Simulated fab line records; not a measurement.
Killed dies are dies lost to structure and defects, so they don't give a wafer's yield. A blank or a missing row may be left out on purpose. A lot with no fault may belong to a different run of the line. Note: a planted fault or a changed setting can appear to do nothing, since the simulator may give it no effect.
The tool behind it: which one? / flow n5_finfet / 33 wafers from 11 lots sampled at 5 of the route's 1938 steps

== WHAT THE GAUGES READ, wafer by wafer ==
N5_BEOL_M5_OVL_MEAS_29.
lot=L855; measured=day 8 09:31; on=overlay-01; V4_OVL (nm)=-0.5 -0.8 -1.5
lot=L857; measured=day 9 00:53; on=overlay-01; V4_OVL (nm)=0.8 1.2 0.3
lot=L859; measured=day 9 08:50; on=overlay-02; V4_OVL (nm)=1.1 -0.7 0.2
lot=L860; measured=day 9 14:13; on=overlay-02; V4_OVL (nm)=-1.1 -0.5 -1.2
lot=L863; measured=day 11 01:11; on=overlay-02; V4_OVL (nm)=0.1 -0.3 -1.3
lot=L864; measured=day 11 01:47; on=overlay-02; V4_OVL (nm)=-0.4 -0.6 0.4
lot=L865; measured=day 12 01:46; on=overlay-01; V4_OVL (nm)=-0.9 -1.0 -0.3
lot=L868; measured=day 12 08:19; on=overlay-02; V4_OVL (nm)=-0.6 1.0 0.1
lot=L870; measured=day 12 08:45; on=overlay-01; V4_OVL (nm)=-0.5 -0.2 -0.6
lot=L869; measured=day 12 13:48; on=overlay-02; V4_OVL (nm)=0.2 -0.1 1.0
lot=L872; measured=day 13 01:05; on=overlay-02; V4_OVL (nm)=-0.7 -1.0 -0.8

N5_BEOL_M5_INSPECT_30: inspects for defects (brightfield).
lot=L855; measured=day 8 09:34; on=defect_inspect-02; raw_defect_count=516 490 376
lot=L857; measured=day 9 00:57; on=defect_inspect-01; raw_defect_count=341 322 686
lot=L859; measured=day 9 08:53; on=defect_inspect-02; raw_defect_count=309 476 429
lot=L860; measured=day 9 14:16; on=defect_inspect-02; raw_defect_count=460 410 452
lot=L863; measured=day 11 01:14; on=defect_inspect-01; raw_defect_count=353 357 285
lot=L864; measured=day 11 01:50; on=defect_inspect-01; raw_defect_count=464 334 350
lot=L865; measured=day 12 01:49; on=defect_inspect-01; raw_defect_count=298 290 312
lot=L868; measured=day 12 08:23; on=defect_inspect-02; raw_defect_count=329 434 417
lot=L870; measured=day 12 08:49; on=defect_inspect-02; raw_defect_count=393 482 480
lot=L869; measured=day 12 13:50; on=defect_inspect-01; raw_defect_count=225 283 288
lot=L872; measured=day 13 01:08; on=defect_inspect-02; raw_defect_count=407 364 360

N5_BEOL_M5_OCD_MEAS_38.
lot=L855; measured=day 8 10:01; on=ocd-01; trench_depth_nm (nm)=71.8 72.1 72.8
lot=L857; measured=day 9 01:33; on=ocd-01; trench_depth_nm (nm)=73.5 72.5 71.8
lot=L859; measured=day 9 09:22; on=ocd-01; trench_depth_nm (nm)=73.1 71.1 70.5
lot=L860; measured=day 9 14:44; on=ocd-02; trench_depth_nm (nm)=70.3 71.3 71.2
lot=L863; measured=day 11 01:43; on=ocd-01; trench_depth_nm (nm)=70.1 71.1 70.6
lot=L864; measured=day 11 02:17; on=ocd-01; trench_depth_nm (nm)=70.5 71.8 71.5
lot=L865; measured=day 12 02:16; on=ocd-01; trench_depth_nm (nm)=71.3 70.1 70.4
lot=L868; measured=day 12 08:50; on=ocd-02; trench_depth_nm (nm)=70.6 74.1 71.3
lot=L870; measured=day 12 09:16; on=ocd-02; trench_depth_nm (nm)=75.1 70.9 70.8
lot=L869; measured=day 12 14:18; on=ocd-02; trench_depth_nm (nm)=72.4 71.8 73.5
lot=L872; measured=day 13 01:44; on=ocd-02; trench_depth_nm (nm)=72.5 73.8 72.2

== WHAT TOOL EACH LOT RAN ON (gives the tool, then ch and the chambers of the sampled wafers, and finally the start) ==
lot=L855; N5_BEOL_M5_DESCUM_33=rie_diel-04 ch 1,2, day 8 09:35; N5_BEOL_M5_TRENCH_ETCH_37=rie_diel-04 ch 1,2, day 8 09:52
lot=L857; N5_BEOL_M5_DESCUM_33=rie_diel-03 ch 0,1,2, day 9 01:08; N5_BEOL_M5_TRENCH_ETCH_37=rie_diel-03 ch 0,1,2, day 9 01:24
lot=L859; N5_BEOL_M5_DESCUM_33=rie_diel-05 ch 2,3, day 9 08:57; N5_BEOL_M5_TRENCH_ETCH_37=rie_diel-05 ch 2,3, day 9 09:13
lot=L860; N5_BEOL_M5_DESCUM_33=rie_diel-04 ch 1,2,3, day 9 14:19; N5_BEOL_M5_TRENCH_ETCH_37=rie_diel-04 ch 1,2,3, day 9 14:34
lot=L863; N5_BEOL_M5_DESCUM_33=rie_diel-05 ch 0,1,2, day 11 01:17; N5_BEOL_M5_TRENCH_ETCH_37=rie_diel-05 ch 0,1,2, day 11 01:34
lot=L864; N5_BEOL_M5_DESCUM_33=rie_diel-04 ch 1,2,3, day 11 01:52; N5_BEOL_M5_TRENCH_ETCH_37=rie_diel-04 ch 1,2,3, day 11 02:08
lot=L865; N5_BEOL_M5_DESCUM_33=rie_diel-05 ch 1,2, day 12 01:50; N5_BEOL_M5_TRENCH_ETCH_37=rie_diel-05 ch 1,2, day 12 02:07
lot=L868; N5_BEOL_M5_DESCUM_33=rie_diel-05 ch 1,2,3, day 12 08:25; N5_BEOL_M5_TRENCH_ETCH_37=rie_diel-05 ch 1,2,3, day 12 08:41
lot=L870; N5_BEOL_M5_DESCUM_33=rie_diel-04 ch 0,2, day 12 08:50; N5_BEOL_M5_TRENCH_ETCH_37=rie_diel-04 ch 0,2, day 12 09:07
lot=L869; N5_BEOL_M5_DESCUM_33=rie_diel-03 ch 1,2,3, day 12 13:53; N5_BEOL_M5_TRENCH_ETCH_37=rie_diel-03 ch 1,2,3, day 12 14:08
lot=L872; N5_BEOL_M5_DESCUM_33=rie_diel-03 ch 1,2, day 13 01:19; N5_BEOL_M5_TRENCH_ETCH_37=rie_diel-03 ch 1,2, day 13 01:35
- N5_BEOL_M5_DESCUM_33: chemistry O2, time 7 s.
- N5_BEOL_M5_TRENCH_ETCH_37: etches SiCOH lowk in C4F6/O2, target depth 71.652 nm, time 24.7 s.

== WHAT THE TOOLS THEMSELVES READ (means of the sampled wafers that have a number; where no wafer has one, the mark that the record gives instead) ==
N5_BEOL_M5_DESCUM_33.
lot=L855; tool=rie_diel-04; drypump_motor_current_A (A)=6.3; oes_product_au (a.u.)=0.75; rf_vpp_V (V)=243.1; showerhead_plenum_p_Torr (Torr)=2.09; throttle_valve_pct (%)=20.53
lot=L857; tool=rie_diel-03; drypump_motor_current_A (A)=5.9; oes_product_au (a.u.)=0.78; rf_vpp_V (V)=243.0; showerhead_plenum_p_Torr (Torr)=2.07; throttle_valve_pct (%)=20.34
lot=L859; tool=rie_diel-05; drypump_motor_current_A (A)=5.7; oes_product_au (a.u.)=0.77; rf_vpp_V (V)=244.4; showerhead_plenum_p_Torr (Torr)=2.18; throttle_valve_pct (%)=20.57
lot=L860; tool=rie_diel-04; drypump_motor_current_A (A)=6.4; oes_product_au (a.u.)=0.73; rf_vpp_V (V)=243.0; showerhead_plenum_p_Torr (Torr)=2.09; throttle_valve_pct (%)=20.47
lot=L863; tool=rie_diel-05; drypump_motor_current_A (A)=5.6; oes_product_au (a.u.)=0.74; rf_vpp_V (V)=243.7; showerhead_plenum_p_Torr (Torr)=2.14; throttle_valve_pct (%)=20.62
lot=L864; tool=rie_diel-04; drypump_motor_current_A (A)=6.4; oes_product_au (a.u.)=0.72; rf_vpp_V (V)=242.9; showerhead_plenum_p_Torr (Torr)=2.08; throttle_valve_pct (%)=20.50
lot=L865; tool=rie_diel-05; drypump_motor_current_A (A)=5.7; oes_product_au (a.u.)=0.71; rf_vpp_V (V)=244.0; showerhead_plenum_p_Torr (Torr)=2.16; throttle_valve_pct (%)=20.64
lot=L868; tool=rie_diel-05; drypump_motor_current_A (A)=5.7; oes_product_au (a.u.)=0.75; rf_vpp_V (V)=244.5; showerhead_plenum_p_Torr (Torr)=2.17; throttle_valve_pct (%)=20.55
lot=L870; tool=rie_diel-04; drypump_motor_current_A (A)=6.1; oes_product_au (a.u.)=0.75; rf_vpp_V (V)=243.0; showerhead_plenum_p_Torr (Torr)=2.12; throttle_valve_pct (%)=20.38
lot=L869; tool=rie_diel-03; drypump_motor_current_A (A)=5.7; oes_product_au (a.u.)=0.75; rf_vpp_V (V)=242.9; showerhead_plenum_p_Torr (Torr)=2.06; throttle_valve_pct (%)=20.41
lot=L872; tool=rie_diel-03; drypump_motor_current_A (A)=5.7; oes_product_au (a.u.)=0.76; rf_vpp_V (V)=243.0; showerhead_plenum_p_Torr (Torr)=2.07; throttle_valve_pct (%)=20.33

N5_BEOL_M5_TRENCH_ETCH_37.
lot=L855; tool=rie_diel-04; C4F6_flow_sccm (sccm)=10.02; drypump_motor_current_A (A)=6.3; oes_product_au (a.u.)=0.75; rf_vpp_V (V)=666; showerhead_plenum_p_Torr (Torr)=2.83; throttle_valve_pct (%)=20.98
lot=L857; tool=rie_diel-03; C4F6_flow_sccm (sccm)=9.98; drypump_motor_current_A (A)=5.9; oes_product_au (a.u.)=0.78; rf_vpp_V (V)=663; showerhead_plenum_p_Torr (Torr)=2.80; throttle_valve_pct (%)=20.78
lot=L859; tool=rie_diel-05; C4F6_flow_sccm (sccm)=10.03; drypump_motor_current_A (A)=5.7; oes_product_au (a.u.)=0.76; rf_vpp_V (V)=671; showerhead_plenum_p_Torr (Torr)=2.95; throttle_valve_pct (%)=21.05
lot=L860; tool=rie_diel-04; C4F6_flow_sccm (sccm)=9.97; drypump_motor_current_A (A)=6.4; oes_product_au (a.u.)=0.72; rf_vpp_V (V)=663; showerhead_plenum_p_Torr (Torr)=2.83; throttle_valve_pct (%)=20.93
lot=L863; tool=rie_diel-05; C4F6_flow_sccm (sccm)=10.02; drypump_motor_current_A (A)=5.6; oes_product_au (a.u.)=0.73; rf_vpp_V (V)=665; showerhead_plenum_p_Torr (Torr)=2.91; throttle_valve_pct (%)=21.12
lot=L864; tool=rie_diel-04; C4F6_flow_sccm (sccm)=10.01; drypump_motor_current_A (A)=6.4; oes_product_au (a.u.)=0.72; rf_vpp_V (V)=662; showerhead_plenum_p_Torr (Torr)=2.83; throttle_valve_pct (%)=20.95
lot=L865; tool=rie_diel-05; C4F6_flow_sccm (sccm)=9.98; drypump_motor_current_A (A)=5.7; oes_product_au (a.u.)=0.71; rf_vpp_V (V)=667; showerhead_plenum_p_Torr (Torr)=2.93; throttle_valve_pct (%)=21.09
lot=L868; tool=rie_diel-05; C4F6_flow_sccm (sccm)=9.97; drypump_motor_current_A (A)=5.7; oes_product_au (a.u.)=0.74; rf_vpp_V (V)=668; showerhead_plenum_p_Torr (Torr)=2.95; throttle_valve_pct (%)=21.04
lot=L870; tool=rie_diel-04; C4F6_flow_sccm (sccm)=10.00; drypump_motor_current_A (A)=6.1; oes_product_au (a.u.)=0.75; rf_vpp_V (V)=666; showerhead_plenum_p_Torr (Torr)=2.87; throttle_valve_pct (%)=20.81
lot=L869; tool=rie_diel-03; C4F6_flow_sccm (sccm)=9.97; drypump_motor_current_A (A)=5.7; oes_product_au (a.u.)=0.75; rf_vpp_V (V)=667; showerhead_plenum_p_Torr (Torr)=2.80; throttle_valve_pct (%)=20.87
lot=L872; tool=rie_diel-03; C4F6_flow_sccm (sccm)=10.02; drypump_motor_current_A (A)=5.7; oes_product_au (a.u.)=0.76; rf_vpp_V (V)=662; showerhead_plenum_p_Torr (Torr)=2.80; throttle_valve_pct (%)=20.76

== THE ANSWER, worked out from the rows above alone ==
Rule: the lots themselves supply what counts as usual. Put in order of their means at a reading, lots are off if they are a third of the lots or fewer, leave a main group of 4 or more, and stand apart from it by a gap of 3 or more times the standard deviation of the main group's means; of several such gaps the widest counts. The tables above print the reading to a certain number of digits; a main group whose means all agree to those digits is not used. Also off: a lot with no number at a reading for which 4 or more lots have one. The other lots that the step has rows for count as sound. First the gauges in route order, then the tools' own readings, where a lot's mean is used as printed above. The first step at which some lot is off is used, and at that step the reading that is off furthest; a lot without a number counts as furthest.
No lot is off on any of the readings shown, so nothing can be concluded from this.

== WHAT THE SIMULATOR HAD INSERTED ==
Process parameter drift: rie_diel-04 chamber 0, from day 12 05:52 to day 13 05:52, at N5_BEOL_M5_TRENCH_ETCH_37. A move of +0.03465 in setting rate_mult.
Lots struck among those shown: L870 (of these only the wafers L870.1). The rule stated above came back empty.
